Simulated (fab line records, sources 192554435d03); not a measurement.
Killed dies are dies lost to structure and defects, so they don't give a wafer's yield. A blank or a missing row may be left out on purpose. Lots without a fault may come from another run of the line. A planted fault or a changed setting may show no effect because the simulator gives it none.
Problem report in the 8D (eight disciplines) form, filled by code | flow n5_finfet | the parts of the form that need people (team, actions taken, sign-off) are left out

1. THE PROBLEM
spin_speed_rpm at N5_BEOL_M5_COAT_71 reads a mean of 1545.0 rpm on 6 wafers of 2 lots; wafers without a fault read 1499.7 rpm with a standard deviation of 1. That is +45 standard deviations from the usual mean.
The step: time 60 s, resist thk 5 nm.
First seen on wafer L733.1, day 11 10:54, on litho_track-01. The record holds 18 wafers of 6 lots with a number at this step. Rule for "out", or "out of limits": more than 4 standard deviations from the usual mean. The other wafers with a number count as sound.

2. WHAT IT IS AND WHAT IT IS NOT
question                    | is                     | is not
which readings at this step | spin_speed_rpm         | -
which lots                  | L733, L734             | L725, L728, L732, L744
which wafers of those lots  | all that have a number | -
read on which tools         | litho_track-01         | litho_track-03, litho_track-05
when                        | from day 11 10:54      | up to then (9 sound wafers); but 3 sound wafers of L744 came after

3. SUSPECTS, AND WHAT RULES EACH OUT
Counting: a tool at a process step up to the reading stays a suspect if it ran every lot that is out and no sound lot after the first of them.
- pecvd-02 at N5_BEOL_M5_PECVD_70 (deposits SiO2 from TEOS/O2, target thk 16 nm, time 18 s): kept. It ran every lot that is out, first L733 (day 11 10:32), and no sound lot after that; its last sound lot up to then is L732 (day 11 09:35).
- litho_track-01 at N5_BEOL_M5_COAT_71 (time 60 s, resist thk 5 nm): kept. It ran every lot that is out, first L733 (day 11 10:54), and no sound lot after that; its last sound lot up to then is L725 (day 9 15:24). Its own readings are out on those wafers: spin_speed_rpm.
Left after counting: pecvd-02 at N5_BEOL_M5_PECVD_70, litho_track-01 at N5_BEOL_M5_COAT_71.

4. THE CAUSE (what the simulator had put in)
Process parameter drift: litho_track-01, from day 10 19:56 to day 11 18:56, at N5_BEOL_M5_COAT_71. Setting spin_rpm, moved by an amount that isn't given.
Counting left 2 suspects, and this tool is among them.

5. THE CHAIN OF EFFECTS, in route order
Each row: a reading whose mean over the struck wafers that have a number lies more than 3 standard deviations from the usual. Only readings for which the record gives a usual standard deviation are gone through. hours: the time from each lot's start at the first step in this table that gives one to its start at this step, as a median over the lots. sigmas: the change in usual standard deviations.
hours | step               | reading        | usual      | on struck wafers | change | sigmas
0     | N5_BEOL_M5_COAT_71 | spin_speed_rpm | 1499.7 rpm | 1545.0           | +45.3  | +45
The process steps in it:
- N5_BEOL_M5_COAT_71: time 60 s, resist thk 5 nm.
Later measuring or inspecting steps at which every struck wafer that the step has a row for has a number for every such reading, and none has moved that far: N5_BEOL_M5_CD_MEAS_11, N5_BEOL_M5_OVL_MEAS_12, N5_BEOL_M5_INSPECT_13.

6. WHAT WOULD HAVE CAUGHT IT SOONER
In this record the first reading out of limits was taken at day 11 10:54, 15 hours after the fault began at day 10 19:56.
